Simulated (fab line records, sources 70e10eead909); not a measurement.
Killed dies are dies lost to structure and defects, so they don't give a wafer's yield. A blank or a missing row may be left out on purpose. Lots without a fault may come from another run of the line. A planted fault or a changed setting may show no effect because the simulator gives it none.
Chamber matching | flow nand_harc | NHARC_A_CONTACT_DESCUM_13 on rie_diel-12: 4 sister chambers
The step chemistry O2, time 3 s. 8 wafers are shown with their chamber, then 9 later ones without.

WAFERS WITH THEIR CHAMBER
wafer  | chamber | showerhead_plenum_p_Torr (Torr) | throttle_valve_pct (%)
L998.2 | 3       | 1.84                            | 11.321
L101.6 | 1       | 1.89                            | 11.310
L109.1 | 2       | 1.83                            | 11.325
L109.4 | 0       | 2.00                            | 11.332
L109.5 | 3       | 1.83                            | 11.317
L107.1 | 1       | 1.89                            | 11.306
L107.3 | 2       | 1.83                            | 11.303
L107.6 | 0       | 2.00                            | 11.314

WAFERS WITHOUT THEIR CHAMBER
wafer  | showerhead_plenum_p_Torr (Torr) | throttle_valve_pct (%)
L110.2 | 1.83                            | 11.316
L110.3 | 1.83                            | 11.319
L110.6 | 1.99                            | 11.317
L111.2 | 1.83                            | 11.310
L111.3 | 1.99                            | 11.317
L111.4 | 1.89                            | 11.330
L112.1 | 1.99                            | 11.294
L112.2 | 1.83                            | 11.313
L112.4 | 1.89                            | 11.302

WHICH CHAMBER EACH WENT THROUGH
wafer  | from the rows above     | in truth
L110.2 | can't be placed: 2 or 3 | 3
L110.3 | can't be placed: 2 or 3 | 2
L110.6 | 0                       | 0
L111.2 | can't be placed: 2 or 3 | 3
L111.3 | 0                       | 0
L111.4 | 1                       | 1
L112.1 | 0                       | 0
L112.2 | can't be placed: 2 or 3 | 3
L112.4 | 1                       | 1
Placed correctly: 5 of 9. Can't be placed from these rows: 4 (the true chamber is among the candidates in 4). Placed wrongly: 0.
How it was worked out, from the rows above alone: a wafer's distance from a chamber is the root of the sum, over the readings, of the square of ((its reading less the chamber's mean) divided by the reading's scatter). The wafer belongs to the nearest chamber; if the next one is less than 2 further off, it can't be placed. A chamber's mean is the mean of its shown wafers. The scatter: the root of (the sum of the squares of (reading less its chamber's mean) over the shown wafers, divided by (wafers less chambers)).
